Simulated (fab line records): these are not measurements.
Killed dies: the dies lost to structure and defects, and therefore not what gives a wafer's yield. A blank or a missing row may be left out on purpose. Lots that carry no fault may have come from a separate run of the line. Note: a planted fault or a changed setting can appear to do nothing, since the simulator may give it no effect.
Which tool is to blame?	flow n5-finfet	12 lots with 30 wafers sampled at 4 steps, on a route of 1938 steps

WHAT THE GAUGES SHOWED, per wafer
N5_FIN_SAQP_CD_MEAS_27 targets a cd of 20 nm.
lot	measured	on	cd-nm (nm)
L803	day 2 13:04	cd-sem-03	20.68 20.49 20.08
L804	day 2 18:46	cd-sem-02	20.59 20.11
L805	day 3 02:16	cd-sem-01	20.51 20.59 20.59
L806	day 3 06:11	cd-sem-01	20.14 20.09 20.03
L808	day 3 17:19	cd-sem-03	19.66 20.13
L810	day 4 06:32	cd-sem-02	20.51 20.31
L811	day 4 12:20	cd-sem-03	20.20 27.06 19.85
L813	day 5 01:17	cd-sem-02	27.27 26.92 20.29
L817	day 6 00:10	cd-sem-02	20.44 20.29
L819	day 6 13:26	cd-sem-02	19.85 20.35
L821	day 7 00:10	cd-sem-02	19.77 20.34
L824	day 7 22:07	cd-sem-03	20.30 20.19 20.53

TOOL THAT RAN EACH LOT (tool first, then ch and the chambers of the sampled wafers, then the start)
lot	N5_FIN_SAQP_DESCUM_21	N5_FIN_SAQP_MANDREL_ETCH_22	N5_FIN_SAQP_SPACER1_ALD_24
L803	rie-diel-02 ch 0,1,2, day 2 09:51	rie-si-03 ch 2,3, day 2 10:08	ald-sin-03 ch 0,2, day 2 12:08
L804	rie-diel-05 ch 2,3, day 2 16:42	rie-si-02 ch 2,3, day 2 17:01	ald-sin-04 ch 2,3, day 2 18:09
L805	rie-diel-01 ch 0,1,3, day 3 00:13	rie-si-05 ch 0,1,3, day 3 00:30	ald-sin-03 ch 1,3, day 3 01:19
L806	rie-diel-01 ch 0,1,3, day 3 04:11	rie-si-02 ch 0,1,2, day 3 04:28	ald-sin-04 ch 0,1,2, day 3 05:16
L808	rie-diel-05 ch 1,2, day 3 15:19	rie-si-05 ch 0,3, day 3 15:36	ald-sin-04 ch 0,2, day 3 16:24
L810	rie-diel-05 ch 0,3, day 4 04:26	rie-si-02 ch 2,3, day 4 04:43	ald-sin-04 ch 2,3, day 4 05:37
L811	rie-diel-05 ch 0,1,3, day 4 10:20	rie-si-02 ch 1,2, day 4 10:37	ald-sin-03 ch 0,1, day 4 11:26
L813	rie-diel-02 ch 0,2, day 4 22:10	rie-si-02 ch 0,1, day 4 22:26	ald-sin-03 ch 0,3, day 5 00:10
L817	rie-diel-01 ch 1,2, day 5 21:23	rie-si-03 ch 1,2, day 5 21:41	ald-sin-04 ch 0,2, day 5 23:11
L819	rie-diel-01 ch 0,2, day 6 11:13	rie-si-03 ch 0,1, day 6 11:30	ald-sin-04 ch 0,2, day 6 12:28
L821	rie-diel-01 ch 0,2, day 6 21:26	rie-si-03 ch 1,2, day 6 21:43	ald-sin-02 ch 3, day 6 23:12
L824	rie-diel-01 ch 0,1,2, day 7 18:36	rie-si-05 ch 1,2,3, day 7 18:53	ald-sin-04 ch 0,1, day 7 21:09
- N5_FIN_SAQP_DESCUM_21: chemistry O2, time 7.9 s.
- N5_FIN_SAQP_MANDREL_ETCH_22: etches a-Si in HBr/Cl2, stops on SiNx, target depth 60 nm, bt time 10 s, time 30 s.
- N5_FIN_SAQP_SPACER1_ALD_24: deposits SiO2, target thk 20.3 nm, pulse time 1 s, purge time 2 s.

AS READ BY THE TOOLS THEMSELVES (means over the sampled wafers that have a number; for cases with no such wafer, the mark the record gives instead)
N5_FIN_SAQP_DESCUM_21.
lot	tool	drypump-motor-current-A (A)	o2-flow-sccm (sccm)	oes-product-au (a.u.)	rf-vpp-V (V)	showerhead-plenum-p-Torr (Torr)	throttle-valve-pct (%)
L803	rie-diel-02	5.4	223.9	0.87	245.4	2.19	20.31
L804	rie-diel-05	5.1	224.5	0.81	244.6	2.16	20.46
L805	rie-diel-01	5.8	225.5	0.75	242.0	2.02	20.75
L806	rie-diel-01	5.8	225.8	0.74	241.8	2.02	20.75
L808	rie-diel-05	5.4	224.9	0.76	244.2	2.20	20.29
L810	rie-diel-05	5.2	225.3	0.93	243.7	2.09	20.46
L811	rie-diel-05	5.4	224.9	0.88	243.7	2.14	20.38
L813	rie-diel-02	5.4	225.0	0.84	244.1	2.13	20.29
L817	rie-diel-01	5.5	225.1	0.90	244.3	2.17	20.24
L819	rie-diel-01	5.6	224.9	0.76	243.2	2.03	20.24
L821	rie-diel-01	5.7	224.8	0.76	243.4	2.03	20.25
L824	rie-diel-01	5.6	225.1	0.81	243.4	2.09	20.37

N5_FIN_SAQP_MANDREL_ETCH_22.
lot	tool	drypump-motor-current-A (A)	oes-product-au (a.u.)	throttle-valve-pct (%)
L803	rie-si-03	5.6	0.791	35.06
L804	rie-si-02	5.7	0.782	35.36
L805	rie-si-05	5.8	0.778	35.17
L806	rie-si-02	5.6	0.765	35.33
L808	rie-si-05	5.9	0.779	35.25
L810	rie-si-02	5.6	0.762	35.37
L811	rie-si-02	5.5	0.767	35.17
L813	rie-si-02	6.1	0.751	35.15
L817	rie-si-03	6.0	0.768	35.30
L819	rie-si-03	6.2	0.776	35.44
L821	rie-si-03	6.0	0.778	35.28
L824	rie-si-05	5.9	0.785	34.99

N5_FIN_SAQP_SPACER1_ALD_24.
lot	tool	heater-power-w (W)	precursor-pulse-height-rel
L803	ald-sin-03	450	0.980
L804	ald-sin-04	514	1.014
L805	ald-sin-03	432	0.984
L806	ald-sin-04	449	1.005
L808	ald-sin-04	436	1.004
L810	ald-sin-04	520	1.004
L811	ald-sin-03	451	1.007
L813	ald-sin-03	424	0.993
L817	ald-sin-04	456	1.003
L819	ald-sin-04	446	1.022
L821	ald-sin-02	416	1.008
L824	ald-sin-04	414	0.997

THE ANSWER, worked out from the rows above alone
Rule: the lots themselves supply what counts as usual. Put in order of their means at a reading, lots are off if they are a third of the lots or fewer, leave a main group of 4 or more, and stand apart from it by a gap of 3 or more times the standard deviation of the main group's means; of several such gaps the widest counts. A main group whose means are all the same, to the digits that the tables above print for the reading, isn't used. A lot without any number at a reading at which 4 lots or more have one is off too. Any other lot the step has rows for is counted as sound. Order of review: gauges by route order, followed by the tools' own readings, for which a lot's mean as printed above is used. At the first step where some lot is off, the reading lying furthest off is the one used; lots without a number count as furthest.
Off: L811, L813 (N5_FIN_SAQP_CD_MEAS_27, cd-nm). Main group: mean 20.26 nm, sd 0.2.
A tool fits if, at a process step before that reading, it ran every lot that is off, and no sound lot after the first of them. Those tools and the gauges at N5_FIN_SAQP_CD_MEAS_27 are tried in the same way. Undecided on this evidence; 2 tools fit (rie-si-02 at N5_FIN_SAQP_MANDREL_ETCH_22, ald-sin-03 at N5_FIN_SAQP_SPACER1_ALD_24).

WHAT THE SIMULATOR PUT IN
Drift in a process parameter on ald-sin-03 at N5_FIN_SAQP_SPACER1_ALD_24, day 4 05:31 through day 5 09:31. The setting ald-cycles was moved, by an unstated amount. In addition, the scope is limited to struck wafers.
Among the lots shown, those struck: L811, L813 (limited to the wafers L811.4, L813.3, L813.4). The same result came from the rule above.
